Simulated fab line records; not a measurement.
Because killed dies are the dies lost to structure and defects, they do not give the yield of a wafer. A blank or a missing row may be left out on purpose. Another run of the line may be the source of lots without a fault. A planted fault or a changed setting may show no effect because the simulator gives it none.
fab line records    flow nandHarc
record: lots: 24  wafers: 72  lastDay: 32
route steps=1302 shown A_BLC@1126 A_M0@1151 A_M1@1185
lots that met no fault: from a run of the same line without faults
startH: start of the lot's first displayed wafer, in hours after the record's first day    waitH: time in hours since the lot's previous step    " repeats the value in the row above    L1.1+2: a row that stands for several wafers    - no value present, or no start provided    * or withheld: withheld    < > ~ a bound
route shown NAME@n: names a module that has steps shown in the file, with the first one's number in the route    usual: average and standard deviation across the fault-free wafers    same: alike in all rows    chamber/n: place in a boat    sites: each site's reading    _std_site: the values' standard deviation    _edge_site: outer sites' mean less inner sites'    radiusMm: how far each site lies from the wafer's centre    mask NAME#n: copy n    behind: tool/chamber where the wafer was last shaped    hold: why the lot was held/for how many hours/how that ended    device: the n, p or np transistor that did not switch    end of line: the tests these same wafers got at the end of their route    a step without rows: its recipe alone    killed: at the first sort, the dies lost to defects and structure; wafer yield is something else    map: per-die view of a wafer (x killed, . not killed, _ where there is no die)
set.NAME: the setting as run; set.NAME@STEP: as run at that earlier step    model.NAME: the simulator's own value behind a step, which no gauge read
one table for each step of the route and one row for each wafer, over a sample of lots
services: when a tool's chamber went out of use (startH, in hours from the record's first day, below 0 if earlier), for how many hours, and the reason
== steps ==
step: NHARC_A_BLC_STRIP_21
recipe: o2FlowSccm: 500  arFlowSccm: 0  biasW: 0  chemistry: O2
usual: chamberPressureMTorr: 59.99/0.059  drypumpMotorCurrentA: 6.0/0.47  oesProductAu: 0.998/0.017  rfVppV: 57.7/0.91  showerheadPlenumPTorr: 3.51/0.13  throttleValvePct: 17.037/0.0091
lot.wafer  tool        chamber  startH  waitH  chamberPressureMTorr  drypumpMotorCurrentA  oesProductAu  rfHoursCounterH  rfVppV  showerheadPlenumPTorr  throttleValvePct
L074.1     rieDiel-07  3        521.89  0.1    60.00                 6.2                   1.009         4                58.4    3.55                   17.040
L074.2     "           1        "       "      59.93                 5.3                   1.003         4                57.1    3.40                   17.028
L074.6     "           3        "       "      59.99                 6.2                   1.008         -                58.3    3.55                   17.042
L076.1     rieDiel-07  3        537.40  0.1    59.94                 6.2                   0.996         5                57.5    3.55                   17.047
L076.4     "           2        "       "      60.02                 5.2                   0.981         5                55.5    3.37                   17.045
L076.5     "           0        "       "      59.96                 6.6                   0.992         -                57.2    3.36                   17.038
L075.1     rieDiel-11  1        542.51  0.1    60.03                 6.4                   1.016         8                57.6    3.70                   17.036
L075.4     "           2        "       "      59.91                 5.9                   1.008         9                58.6    3.58                   17.049
L075.5     "           1        "       "      59.95                 6.4                   1.005         -                59.9    3.70                   17.044
L077.2     rieDiel-11  2        543.23  0.1    60.20                 6.0                   1.010         9                57.9    3.58                   17.018
L077.4     "           3        "       "      59.97                 6.3                   0.999         7                59.3    3.69                   17.043
L077.5     "           0        "       "      60.03                 5.8                   0.992         -                57.4    3.45                   17.039
L078.1     rieDiel-11  0        545.34  0.1    59.95                 5.8                   0.989         7                57.8    3.45                   17.028
L078.2     "           2        "       "      60.06                 6.0                   1.009         9                56.9    3.58                   17.029
L078.6     "           0        "       "      60.02                 5.8                   0.989         -                57.6    3.45                   17.028
L079.2     rieDiel-06  2        572.99  0.1    59.94                 6.3                   0.987         30               59.4    3.76                   17.037
L079.4     "           3        "       "      59.95                 6.2                   0.990         32               57.2    3.40                   17.032
L079.5     "           3        "       "      60.08                 6.2                   0.983         -                58.6    3.40                   17.026
L080.1     rieDiel-11  3        587.68  0.1    59.93                 6.2                   0.989         12               57.8    3.68                   17.030
L080.2     "           0        "       "      60.07                 5.8                   0.995         11               56.7    3.45                   17.029
L080.6     "           2        "       "      59.97                 5.9                   1.027         -                56.8    3.57                   17.047
L081.4     rieDiel-11  2        591.89  0.1    60.12                 5.9                   1.013         12               57.6    3.57                   17.025
L081.1     "           0        "       "      59.88                 5.8                   0.992         11               57.3    3.45                   17.045
L081.5     "           1        "       "      59.95                 6.5                   1.007         -                59.3    3.70                   17.027
L082.4     rieDiel-11  0        597.14  0.1    59.98                 5.8                   0.986         11               59.2    3.45                   17.045
L082.3     "           2        "       "      60.05                 6.0                   1.014         12               58.0    3.57                   17.027
L082.5     "           3        "       "      59.97                 6.2                   0.985         -                59.4    3.69                   17.045
L083.3     rieDiel-07  0        607.56  0.1    59.99                 6.6                   0.984         8                56.7    3.36                   17.044
L083.4     "           1        "       "      60.01                 5.3                   0.997         9                56.6    3.40                   17.045
L083.6     "           0        "       "      60.03                 6.6                   0.997         -                56.4    3.36                   17.022
L084.4     rieDiel-11  0        624.31  0.1    59.91                 5.8                   0.987         0                57.5    3.45                   17.053
L084.1     "           3        "       "      60.04                 6.2                   1.019         0                58.0    3.68                   17.049
L084.5     "           0        "       "      60.00                 5.8                   0.994         -                57.4    3.45                   17.039
L087.2     rieDiel-11  1        641.72  0.1    59.98                 6.5                   1.010         2                58.6    3.69                   17.043
L087.3     "           2        "       "      59.95                 6.0                   0.987         1                57.8    3.57                   17.025
L087.1     "           3        "       "      59.91                 6.2                   1.004         1                58.0    3.68                   17.033
L085.3     rieDiel-07  1        644.69  0.1    60.02                 5.3                   1.006         13               57.6    3.40                   17.019
L085.2     "           2        "       "      59.98                 5.2                   0.987         15               56.6    3.37                   17.026
L085.6     "           1        "       "      60.12                 5.3                   0.999         -                58.7    3.40                   17.050
L086.1     rieDiel-11  0        651.02  0.1    59.90                 5.8                   0.995         2                57.1    3.45                   17.050
L086.3     "           1        "       "      59.84                 6.4                   1.012         2                57.0    3.69                   17.053
L086.4     "           3        "       "      60.02                 6.2                   1.022         2                58.5    3.68                   17.036
L090.2     rieDiel-07  3        673.01  0.1    59.94                 6.2                   1.008         1                58.4    3.55                   17.028
L090.4     "           0        "       "      60.09                 6.6                   0.984         2                57.5    3.35                   17.046
L090.5     "           2        "       "      60.03                 5.2                   0.964         -                57.4    3.37                   17.035
L091.3     rieDiel-11  2        674.21  0.1    60.05                 6.0                   0.971         3                58.4    3.57                   17.031
L091.2     "           0        "       "      59.92                 5.8                   0.998         3                58.8    3.45                   17.019
L091.4     "           1        "       "      59.97                 6.5                   0.998         3                58.2    3.69                   17.042
L089.4     rieDiel-07  1        682.49  0.1    60.00                 5.3                   1.016         3                56.9    3.40                   17.047
L089.2     "           2        "       "      60.03                 5.2                   0.959         2                58.8    3.37                   17.028
L089.5     "           1        "       "      59.90                 5.3                   1.017         -                58.1    3.40                   17.035
L088.2     rieDiel-07  0        683.32  0.1    60.01                 6.6                   0.994         2                57.2    3.35                   17.029
L088.6     "           2        "       "      59.95                 5.2                   0.968         -                56.8    3.37                   17.035
L088.5     "           3        "       "      60.06                 6.2                   1.014         -                59.1    3.55                   17.034
L093.1     rieDiel-11  3        698.17  0.1    59.94                 6.2                   1.016         4                58.5    3.68                   17.052
L093.2     "           0        "       "      60.04                 5.8                   0.999         5                55.3    3.45                   17.043
L093.5     "           0        "       "      60.02                 5.8                   1.001         -                58.0    3.45                   17.042
L092.4     rieDiel-07  1        699.31  0.1    59.95                 5.3                   1.038         4                58.9    3.39                   17.031
L092.2     "           3        "       "      59.97                 6.2                   1.027         4                58.0    3.54                   17.025
L092.6     "           1        "       "      60.10                 5.3                   1.029         -                58.8    3.40                   17.041
L095.1     rieDiel-07  2        716.10  0.1    60.01                 5.2                   0.954         5                57.5    3.37                   17.054
L095.2     "           0        "       "      59.99                 6.6                   1.003         5                58.1    3.35                   17.027
L095.6     "           3        "       "      60.02                 6.2                   1.000         -                56.1    3.54                   17.036
L094.2     rieDiel-07  2        717.74  0.1    59.95                 5.2                   0.964         5                55.5    3.37                   17.043
L094.3     "           3        "       "      59.95                 6.2                   1.009         5                58.2    3.54                   17.030
L094.1     "           0        "       "      59.95                 6.6                   0.995         5                57.3    3.35                   17.046
L097.3     rieDiel-11  0        723.64  0.1    60.06                 5.8                   0.996         7                57.7    3.45                   17.036
L097.1     "           1        "       "      60.06                 6.5                   0.994         7                58.7    3.69                   17.027
L097.5     "           0        "       "      60.03                 5.8                   1.004         -                58.9    3.45                   17.032
L096.4     rieDiel-07  3        729.75  0.1    59.94                 6.2                   1.002         6                57.8    3.54                   17.036
L096.1     "           1        "       "      59.87                 5.3                   1.023         6                58.3    3.39                   17.036
L096.6     "           0        "       "      59.96                 6.6                   1.003         -                58.6    3.35                   17.047
step: NHARC_A_BLC_PVD_32
recipe: targetThkA: 50  chamberPressurePa: 5  powerW: 5000  substrateTempC: 200  timeS: 17.7  material: Ti
usual: substrateTempC: 200.00/0.16  throttleValvePct: 30.5/0.96
lot.wafer  tool           chamber  startH  waitH  substrateTempC  throttleValvePct
L074.1     pvdSputter-03  -        -       -      199.86          30.9
L074.2     "              -        "       "      200.41          31.6
L074.6     "              -        "       "      200.27          31.6
L076.1     pvdSputter-01  -        -       -      199.86          31.0
L076.4     "              -        "       "      199.91          29.1
L076.5     "              -        "       "      200.21          29.0
L075.4     pvdSputter-01  -        -       -      199.98          28.8
L075.1     "              -        "       "      200.31          31.1
L075.5     "              -        "       "      200.00          29.2
L077.2     pvdSputter-03  -        -       -      200.13          30.4
L077.4     "              -        "       "      199.81          30.7
L077.5     "              -        "       "      200.06          30.3
L078.1     pvdSputter-02  -        -       -      200.18          31.7
L078.2     "              -        "       "      199.88          29.2
L078.6     "              -        "       "      200.12          30.3
L079.4     pvdSputter-02  -        -       -      199.72          29.4
L079.2     "              -        "       "      199.92          31.9
L079.5     "              -        "       "      200.03          30.3
L080.1     pvdSputter-02  -        -       -      199.84          30.0
L080.2     "              -        "       "      200.05          29.2
L080.6     "              -        "       "      200.22          30.5
L081.4     pvdSputter-01  -        -       -      200.01          31.3
L081.1     "              -        "       "      199.88          30.2
L081.5     "              -        "       "      199.97          30.0
L082.3     pvdSputter-01  -        -       -      200.00          31.5
L082.4     "              -        "       "      200.08          30.1
L082.5     "              -        "       "      200.30          31.3
L083.3     pvdSputter-01  -        -       -      200.08          31.7
L083.4     "              -        "       "      199.75          28.7
L083.6     "              -        "       "      199.89          31.5
L084.1     pvdSputter-03  -        -       -      199.91          30.1
L084.4     "              -        "       "      200.08          31.0
L084.5     "              -        "       "      200.25          31.6
L087.3     pvdSputter-01  -        -       -      199.91          28.6
L087.1     "              -        "       "      199.85          31.5
L087.2     "              -        "       "      199.87          29.7
L085.3     pvdSputter-01  -        -       -      200.11          29.8
L085.2     "              -        "       "      200.27          28.1
L085.6     "              -        "       "      200.15          29.7
L086.3     pvdSputter-01  -        -       -      199.90          31.4
L086.4     "              -        "       "      200.36          30.0
L086.1     "              -        "       "      200.05          28.4
L090.2     pvdSputter-03  -        -       -      199.86          31.1
L090.4     "              -        "       "      199.99          31.8
L090.5     "              -        "       "      200.06          30.3
L091.3     pvdSputter-03  -        -       -      199.97          31.3
L091.4     "              -        "       "      199.96          31.1
L091.2     "              -        "       "      199.75          30.6
L089.4     pvdSputter-03  -        -       -      199.81          31.5
L089.2     "              -        "       "      200.01          30.0
L089.5     "              -        "       "      199.82          31.7
L088.2     pvdSputter-02  -        -       -      200.26          30.7
L088.5     "              -        "       "      200.03          32.0
L088.6     "              -        "       "      199.99          30.4
L093.2     pvdSputter-03  -        -       -      200.02          30.5
L093.1     "              -        "       "      199.82          31.6
L093.5     "              -        "       "      199.91          29.9
L092.4     pvdSputter-02  -        -       -      200.15          29.4
L092.2     "              -        "       "      199.87          30.7
L092.6     "              -        "       "      199.95          31.8
L095.2     pvdSputter-02  -        -       -      200.35          31.5
L095.1     "              -        "       "      200.04          30.5
L095.6     "              -        "       "      200.07          31.9
L094.1     pvdSputter-03  -        -       -      199.63          31.4
L094.3     "              -        "       "      199.99          31.3
L094.2     "              -        "       "      200.03          31.3
L097.3     pvdSputter-01  -        -       -      200.11          28.4
L097.1     "              -        "       "      199.86          31.3
L097.5     "              -        "       "      200.11          28.5
L096.1     pvdSputter-03  -        -       -      199.90          31.4
L096.4     "              -        "       "      200.14          31.3
L096.6     "              -        "       "      200.01          31.7
step: NHARC_A_M0_ETCH_34
recipe: targetDepthA: 400  overetchA: 120  timeS: 43.94  ionEnergyEv: 200  n2FlowSccm: 150  h2FlowSccm: 150  arFlowSccm: 0  rfW: 400  biasW: 150  chemistry: N2/H2
usual: chamberPressureMTorr: 30.00/0.05  drypumpMotorCurrentA: 5.9/0.45  oesProductAu: 1.001/0.013  rfVppV: 431.9/2.3  showerheadPlenumPTorr: 2.09/0.079  throttleValvePct: 14.171/0.0089
lot.wafer  tool        chamber  startH  waitH  chamberPressureMTorr  drypumpMotorCurrentA  oesProductAu  rfHoursCounterH  rfVppV  showerheadPlenumPTorr  throttleValvePct
L074.2     rieDiel-03  1        524.85  0.1    29.95                 6.2                   1.002         2.2              430.7   2.01                   14.161
L074.1     "           2        "       "      29.99                 6.2                   1.000         2.5              431.7   2.12                   14.164
L074.6     "           3        "       "      29.98                 5.3                   1.005         -                430.7   2.03                   14.173
L076.4     rieDiel-05  1        540.36  0.1    29.97                 6.3                   1.017         5.5              429.9   2.05                   14.188
L076.1     "           2        "       "      30.01                 6.3                   1.008         6.6              435.0   2.18                   14.176
L076.5     "           2        "       "      30.00                 6.3                   1.015         -                434.0   2.18                   14.170
L075.4     rieDiel-05  0        545.49  0.1    29.95                 5.1                   0.987         8.8              433.3   2.15                   14.180
L075.1     "           1        "       "      29.99                 6.3                   1.010         6.1              431.3   2.05                   14.171
L075.5     "           0        "       "      30.01                 5.1                   0.980         -                433.7   2.15                   14.186
L077.2     rieDiel-13  2        546.20  0.1    29.97                 5.7                   0.997         1.6              432.6   2.12                   14.181
L077.4     "           3        "       "      30.05                 5.5                   0.999         -                425.6   1.90                   14.169
L077.5     "           1        "       "      29.99                 6.0                   1.015         -                430.8   2.07                   14.162
L078.1     rieDiel-03  0        548.38  0.1    29.96                 5.3                   1.001         4.6              433.7   2.16                   14.164
L078.2     "           1        "       "      29.97                 6.2                   1.002         3.8              428.8   2.01                   14.174
L078.6     "           3        "       "      29.98                 5.3                   1.003         -                430.8   2.03                   14.182
L079.2     rieDiel-05  3        575.98  0.1    30.03                 6.3                   1.007         8.6              433.5   2.16                   14.170
L079.4     "           1        "       "      30.02                 6.3                   1.033         7.4              431.8   2.05                   14.160
L079.5     "           3        "       "      29.99                 6.3                   1.007         -                435.1   2.16                   14.176
L080.2     rieDiel-03  3        590.68  0.1    29.99                 5.3                   1.018         5.8              430.5   2.03                   14.156
L080.1     "           0        "       "      30.02                 5.3                   0.984         6.1              433.7   2.16                   14.162
L080.6     "           1        "       "      29.98                 6.3                   0.991         -                430.1   2.01                   14.177
L081.4     rieDiel-13  2        595.17  0.1    30.02                 5.7                   0.999         3.9              432.1   2.12                   14.160
L081.1     "           1        "       "      30.02                 6.0                   1.010         3.6              431.2   2.06                   14.161
L081.5     "           3        "       "      29.97                 5.5                   1.004         -                427.9   1.90                   14.160
L082.4     rieDiel-13  1        600.12  0.1    29.99                 6.0                   1.024         3.7              431.3   2.06                   14.192
L082.3     "           2        "       "      29.99                 5.7                   1.022         4.1              433.2   2.12                   14.157
L082.5     "           1        "       "      29.98                 6.0                   1.019         -                432.2   2.06                   14.143
L083.3     rieDiel-03  1        610.41  0.1    30.00                 6.2                   1.006         6.6              430.1   2.01                   14.179
L083.4     "           2        "       "      29.98                 6.2                   1.005         6.2              432.3   2.12                   14.180
L083.6     "           1        "       "      29.96                 6.3                   0.996         -                430.5   2.01                   14.169
L084.1     rieDiel-03  3        627.27  0.1    29.99                 5.3                   1.009         8.3              430.2   2.03                   14.161
L084.4     "           2        "       "      29.99                 6.2                   0.989         7.5              430.5   2.12                   14.179
L084.5     "           0        "       "      29.98                 5.3                   0.998         -                434.1   2.16                   14.168
L087.3     rieDiel-03  1        644.72  0.1    30.00                 6.3                   0.999         0.0              430.5   2.01                   14.177
L087.1     "           2        "       "      29.97                 6.2                   0.984         0.0              433.1   2.12                   14.166
L087.2     "           3        "       "      29.95                 5.3                   1.005         0.0              429.2   2.03                   14.176
L085.3     rieDiel-13  0        647.55  0.1    30.00                 5.8                   1.007         6.1              428.2   1.96                   14.176
L085.2     "           1        "       "      30.00                 6.0                   1.040         7.5              431.3   2.06                   14.183
L085.6     "           3        "       "      30.00                 5.5                   1.001         -                427.3   1.90                   14.174
L086.4     rieDiel-05  1        653.86  0.1    29.96                 6.3                   1.017         3.4              431.7   2.05                   14.159
L086.1     "           3        "       "      29.98                 6.3                   0.992         4.1              434.2   2.16                   14.166
L086.3     "           0        "       "      30.05                 5.1                   0.982         4.3              433.5   2.15                   14.171
L090.2     rieDiel-03  2        675.98  0.1    30.02                 6.2                   0.990         1.7              432.1   2.12                   14.161
L090.4     "           1        "       "      30.05                 6.2                   1.009         1.2              431.1   2.01                   14.173
L090.5     "           2        "       "      29.98                 6.2                   0.993         -                432.4   2.12                   14.174
L091.3     rieDiel-05  2        677.19  0.1    30.00                 6.3                   0.984         4.2              434.0   2.18                   14.173
L091.4     "           3        "       "      30.01                 6.3                   1.004         5.1              431.7   2.16                   14.165
L091.2     "           0        "       "      29.98                 5.1                   0.965         5.4              432.5   2.15                   14.165
L089.2     rieDiel-03  3        685.48  0.1    29.96                 5.3                   1.006         2.2              429.3   2.03                   14.165
L089.4     "           1        "       "      29.98                 6.3                   1.001         1.8              431.4   2.01                   14.191
L089.5     "           2        "       "      30.00                 6.2                   0.997         -                433.3   2.12                   14.163
L088.2     rieDiel-05  2        686.31  0.1    30.00                 6.3                   0.995         4.5              434.2   2.18                   14.179
L088.5     "           3        "       "      30.01                 6.3                   0.999         -                434.2   2.16                   14.163
L088.6     "           0        "       "      30.03                 5.1                   0.971         -                432.5   2.15                   14.183
L093.2     rieDiel-05  3        701.13  0.1    30.00                 6.3                   1.005         5.5              434.2   2.16                   14.168
L093.1     "           2        "       "      30.01                 6.2                   1.008         4.6              434.0   2.18                   14.170
L093.5     "           0        "       "      29.99                 5.1                   0.986         -                434.4   2.15                   14.150
L092.4     rieDiel-05  2        702.14  0.1    30.02                 6.3                   1.003         4.7              433.8   2.18                   14.173
L092.2     "           3        "       "      30.00                 6.3                   1.007         5.6              434.1   2.15                   14.180
L092.6     "           1        "       "      30.02                 6.3                   1.015         -                429.7   2.05                   14.164
L095.2     rieDiel-13  1        718.95  0.1    29.95                 6.0                   1.023         1.3              430.6   2.06                   14.171
L095.1     "           2        "       "      30.01                 5.7                   1.005         0.8              433.6   2.12                   14.162
L095.6     "           1        "       "      29.97                 6.0                   1.031         -                431.5   2.06                   14.180
L094.1     rieDiel-05  0        720.71  0.1    29.98                 5.1                   0.975         7.3              432.6   2.15                   14.184
L094.3     "           1        "       "      30.02                 6.3                   1.007         5.7              430.0   2.05                   14.168
L094.2     "           3        "       "      30.02                 6.3                   1.003         7.1              433.6   2.16                   14.174
L097.1     rieDiel-03  1        726.60  0.1    30.00                 6.3                   1.008         3.9              431.3   2.01                   14.166
L097.3     "           2        "       "      29.99                 6.2                   0.979         4.3              433.9   2.12                   14.184
L097.5     "           1        "       "      30.00                 6.2                   0.999         -                428.3   2.01                   14.169
L096.4     rieDiel-05  2        732.71  0.1    30.00                 6.3                   0.990         6.4              434.6   2.18                   14.188
L096.1     "           3        "       "      30.01                 6.3                   1.007         7.7              434.6   2.15                   14.167
L096.6     "           1        "       "      30.02                 6.3                   1.008         -                431.0   2.05                   14.178
step: NHARC_A_M1_CD_MEAS_16
usual: cdNm: 120.1/1.1
lot.wafer  tool      chamber  startH  waitH  cdNm
L074.1     cdSem-02  -        529.17  -      120.8
L074.2     "         -        "       "      120.8
L074.6     "         -        "       "      120.3
L076.1     cdSem-03  -        544.64  -      121.0
L076.4     "         -        "       "      121.0
L076.5     "         -        "       "      121.0
L075.1     cdSem-01  -        550.00  -      121.8
L075.4     "         -        "       "      120.2
L075.5     "         -        "       "      119.8
L077.2     cdSem-03  -        550.57  -      121.6
L077.4     "         -        "       "      121.2
L077.5     "         -        "       "      121.1
L078.1     cdSem-01  -        552.63  -      118.2
L078.2     "         -        "       "      119.7
L078.6     "         -        "       "      118.2
L079.2     cdSem-03  -        580.26  -      122.5
L079.4     "         -        "       "      121.6
L079.5     "         -        "       "      122.7
L081.1     cdSem-03  -        599.48  -      120.7
L081.4     "         -        "       "      121.4
L081.5     "         -        "       "      120.5
L080.1     cdSem-01  -        599.49  -      120.7
L080.2     "         -        "       "      118.5
L080.6     "         -        "       "      120.3
L082.3     cdSem-01  -        605.25  -      120.7
L082.4     "         -        "       "      122.1
L082.5     "         -        "       "      119.6
L083.3     cdSem-03  -        614.91  -      120.8
L083.4     "         -        "       "      118.5
L083.6     "         -        "       "      120.2
L084.1     cdSem-03  -        631.97  -      120.2
L084.4     "         -        "       "      121.3
L084.5     "         -        "       "      118.2
L087.1     cdSem-01  -        648.98  -      119.2
L087.2     "         -        "       "      119.5
L087.3     "         -        "       "      119.1
L085.2     cdSem-02  -        651.74  -      120.4
L085.3     "         -        "       "      118.4
L085.6     "         -        "       "      119.9
L086.1     cdSem-01  -        657.99  -      120.9
L086.3     "         -        "       "      118.8
L086.4     "         -        "       "      119.6
L090.2     cdSem-01  -        680.26  -      120.8
L090.4     "         -        "       "      120.6
L090.5     "         -        "       "      120.7
L091.2     cdSem-03  -        681.36  -      118.9
L091.3     "         -        "       "      119.9
L091.4     "         -        "       "      119.2
L089.2     cdSem-03  -        689.76  -      120.6
L089.4     "         -        "       "      119.6
L089.5     "         -        "       "      121.4
L088.2     cdSem-03  -        690.54  -      120.2
L088.5     "         -        "       "      119.7
L088.6     "         -        "       "      120.4
L093.1     cdSem-01  -        705.55  -      119.3
L093.2     "         -        "       "      118.1
L093.5     "         -        "       "      117.2
L092.2     cdSem-03  -        706.27  -      118.6
L092.4     "         -        "       "      119.6
L092.6     "         -        "       "      121.0
L095.1     cdSem-01  -        723.51  -      120.5
L095.2     "         -        "       "      119.0
L095.6     "         -        "       "      119.1
L094.1     cdSem-03  -        724.95  -      119.7
L094.2     "         -        "       "      118.9
L094.3     "         -        "       "      120.3
L097.1     cdSem-01  -        730.85  -      119.3
L097.3     "         -        "       "      119.9
L097.5     "         -        "       "      119.6
L096.1     cdSem-03  -        736.98  -      119.7
L096.4     "         -        "       "      120.4
L096.6     "         -        "       "      119.9
step: NHARC_A_M1_PRE_CLEAN_30
recipe: timeS: 30  tempC: 280  gas: H2/He
usual: heaterPowerW: 425/47  susceptorTempC: 280.02/0.19
lot.wafer  tool           chamber  startH  waitH  heaterPowerW  susceptorTempC
L074.2     pvdSputter-01  -        -       -      405           280.15
L074.1     "              -        "       "      392           280.22
L074.6     "              -        "       "      413           280.09
L076.1     pvdSputter-01  -        -       -      378           280.12
L076.4     "              -        "       "      390           280.09
L076.5     "              -        "       "      388           280.51
L075.4     pvdSputter-02  -        -       -      451           280.41
L075.1     "              -        "       "      543           279.69
L075.5     "              -        "       "      409           279.98
L077.2     pvdSputter-01  -        -       -      396           280.17
L077.4     "              -        "       "      410           280.01
L077.5     "              -        "       "      389           280.10
L078.2     pvdSputter-03  -        -       -      479           279.60
L078.1     "              -        "       "      435           279.68
L078.6     "              -        "       "      477           280.02
L079.2     pvdSputter-03  -        -       -      464           280.14
L079.4     "              -        "       "      476           279.98
L079.5     "              -        "       "      402           280.16
L081.4     pvdSputter-01  -        -       -      365           280.16
L081.1     "              -        "       "      406           279.68
L081.5     "              -        "       "      361           279.70
L080.2     pvdSputter-03  -        -       -      405           280.18
L080.1     "              -        "       "      456           280.20
L080.6     "              -        "       "      463           280.02
L082.3     pvdSputter-02  -        -       -      353           280.16
L082.4     "              -        "       "      427           279.96
L082.5     "              -        "       "      356           280.30
L083.3     pvdSputter-01  -        -       -      467           280.05
L083.4     "              -        "       "      406           280.27
L083.6     "              -        "       "      369           280.17
L084.1     pvdSputter-03  -        -       -      397           279.75
L084.4     "              -        "       "      470           280.34
L084.5     "              -        "       "      432           279.84
L087.2     pvdSputter-03  -        -       -      472           279.79
L087.3     "              -        "       "      391           280.02
L087.1     "              -        "       "      469           280.36
L085.3     pvdSputter-03  -        -       -      481           279.88
L085.2     "              -        "       "      400           280.03
L085.6     "              -        "       "      462           280.16
L086.4     pvdSputter-03  -        -       -      440           280.19
L086.3     "              -        "       "      397           280.13
L086.1     "              -        "       "      466           279.75
L090.2     pvdSputter-02  -        -       -      367           280.13
L090.4     "              -        "       "      417           280.08
L090.5     "              -        "       "      534           280.03
L091.3     pvdSputter-03  -        -       -      461           279.84
L091.4     "              -        "       "      425           280.05
L091.2     "              -        "       "      384           280.20
L089.2     pvdSputter-02  -        -       -      360           279.86
L089.4     "              -        "       "      536           280.28
L089.5     "              -        "       "      349           279.95
L088.2     pvdSputter-03  -        -       -      448           280.13
L088.5     "              -        "       "      467           279.89
L088.6     "              -        "       "      495           280.09
L093.2     pvdSputter-01  -        -       -      472           280.17
L093.1     "              -        "       "      402           280.30
L093.5     "              -        "       "      360           280.16
L092.4     pvdSputter-01  -        -       -      401           279.81
L092.2     "              -        "       "      372           280.15
L092.6     "              -        "       "      474           279.93
L095.1     pvdSputter-02  -        -       -      534           279.79
L095.2     "              -        "       "      362           280.22
L095.6     "              -        "       "      411           279.92
L094.3     pvdSputter-01  -        -       -      406           279.96
L094.1     "              -        "       "      386           280.27
L094.2     "              -        "       "      368           280.07
L097.3     pvdSputter-02  -        -       -      358           280.10
L097.1     "              -        "       "      528           279.98
L097.5     "              -        "       "      404           279.82
L096.4     pvdSputter-01  -        -       -      384           280.03
L096.1     "              -        "       "      414           280.08
L096.6     "              -        "       "      363           280.07
step: NHARC_A_M1_PVD_21
recipe: targetThkA: 300  chamberPressurePa: 5  powerW: 5000  substrateTempC: 30  timeS: 20.49  material: Cu
usual: substrateTempC: 30.01/0.1  throttleValvePct: 30.4/0.98
lot.wafer  tool           chamber  startH  waitH  substrateTempC  throttleValvePct
L074.2     pvdSputter-01  -        -       -      29.97           30.9
L074.1     "              -        "       "      29.96           28.8
L074.6     "              -        "       "      30.06           30.9
L076.1     pvdSputter-01  -        -       -      29.91           28.6
L076.4     "              -        "       "      30.17           31.1
L076.5     "              -        "       "      29.92           31.0
L075.1     pvdSputter-02  -        -       -      29.98           31.6
L075.4     "              -        "       "      30.07           30.4
L075.5     "              -        "       "      29.96           31.9
L077.4     pvdSputter-01  -        -       -      30.02           29.0
L077.2     "              -        "       "      30.00           30.8
L077.5     "              -        "       "      30.01           31.2
L078.2     pvdSputter-03  -        -       -      30.13           30.2
L078.1     "              -        "       "      30.04           29.9
L078.6     "              -        "       "      30.01           31.1
L079.2     pvdSputter-03  -        -       -      30.01           30.7
L079.4     "              -        "       "      30.01           31.7
L079.5     "              -        "       "      30.05           31.3
L081.1     pvdSputter-01  -        -       -      30.17           29.9
L081.4     "              -        "       "      30.16           28.7
L081.5     "              -        "       "      30.17           30.0
L080.2     pvdSputter-03  -        -       -      30.03           31.4
L080.1     "              -        "       "      29.94           31.0
L080.6     "              -        "       "      30.00           31.6
L082.3     pvdSputter-02  -        -       -      29.87           29.4
L082.4     "              -        "       "      30.20           31.9
L082.5     "              -        "       "      29.98           30.0
L083.3     pvdSputter-01  -        -       -      29.96           31.3
L083.4     "              -        "       "      30.05           30.5
L083.6     "              -        "       "      30.05           31.5
L084.1     pvdSputter-03  -        -       -      30.00           30.3
L084.4     "              -        "       "      29.96           31.3
L084.5     "              -        "       "      30.02           31.6
L087.1     pvdSputter-03  -        -       -      29.91           30.1
L087.2     "              -        "       "      30.00           30.1
L087.3     "              -        "       "      30.01           31.9
L085.3     pvdSputter-03  -        -       -      29.90           30.2
L085.2     "              -        "       "      29.93           30.7
L085.6     "              -        "       "      29.90           31.1
L086.4     pvdSputter-03  -        -       -      30.01           30.2
L086.1     "              -        "       "      29.92           30.9
L086.3     "              -        "       "      29.97           31.6
L090.2     pvdSputter-02  -        -       -      30.03           30.3
L090.4     "              -        "       "      30.00           29.4
L090.5     "              -        "       "      30.21           31.7
L091.2     pvdSputter-03  -        -       -      29.89           31.3
L091.4     "              -        "       "      30.15           30.6
L091.3     "              -        "       "      30.01           30.0
L089.2     pvdSputter-02  -        -       -      30.10           31.8
L089.4     "              -        "       "      30.17           30.5
L089.5     "              -        "       "      30.10           31.8
L088.2     pvdSputter-03  -        -       -      29.96           31.4
L088.5     "              -        "       "      30.04           29.8
L088.6     "              -        "       "      30.07           31.3
L093.1     pvdSputter-01  -        -       -      30.08           28.2
L093.2     "              -        "       "      30.12           31.5
L093.5     "              -        "       "      30.13           31.2
L092.2     pvdSputter-01  -        -       -      30.13           30.4
L092.4     "              -        "       "      29.99           29.8
L092.6     "              -        "       "      30.04           30.4
L095.1     pvdSputter-02  -        -       -      29.88           29.7
L095.2     "              -        "       "      29.94           31.7
L095.6     "              -        "       "      30.01           30.1
L094.2     pvdSputter-01  -        -       -      29.92           30.2
L094.1     "              -        "       "      30.09           28.2
L094.3     "              -        "       "      29.90           31.5
L097.1     pvdSputter-02  -        -       -      29.96           30.5
L097.3     "              -        "       "      30.02           30.1
L097.5     "              -        "       "      30.08           30.5
L096.4     pvdSputter-01  -        -       -      30.13           29.9
L096.1     "              -        "       "      30.20           30.5
L096.6     "              -        "       "      29.92           31.6
== services ==
tool           chamber  startH  hours  kind
rieDiel-11     3        499.49  6.8    repair
rieDiel-03     2        500.16  7.8    repair
rieDiel-07     0        500.99  6.0    repair
rieDiel-07     -        511.14  0.8    repair
rieDiel-03     1        512.51  11.7   repair
rieDiel-05     1        516.05  17.0   repair
rieDiel-11     -        525.59  0.2    repair
pvdSputter-03  -        526.01  10.0   pm
rieDiel-03     -        551.85  0.4    repair
rieDiel-07     -        572.43  1.2    repair
rieDiel-11     2        579.94  2.5    repair
pvdSputter-01  -        582.00  10.0   pm
rieDiel-07     1        583.09  5.7    repair
rieDiel-05     -        583.63  9.0    pm
rieDiel-11     -        609.50  9.0    pm
pvdSputter-02  -        643.50  10.0   pm
rieDiel-07     -        648.20  9.0    pm
rieDiel-11     0        659.02  10.2   repair
rieDiel-11     -        675.13  0.6    repair
rieDiel-05     1        686.54  3.0    repair
pvdSputter-03  -        691.78  1.4    repair
pvdSputter-03  -        704.01  10.0   pm
rieDiel-11     1        732.23  4.4    repair
rieDiel-11     -        733.71  0.9    repair
== key ==
fault none
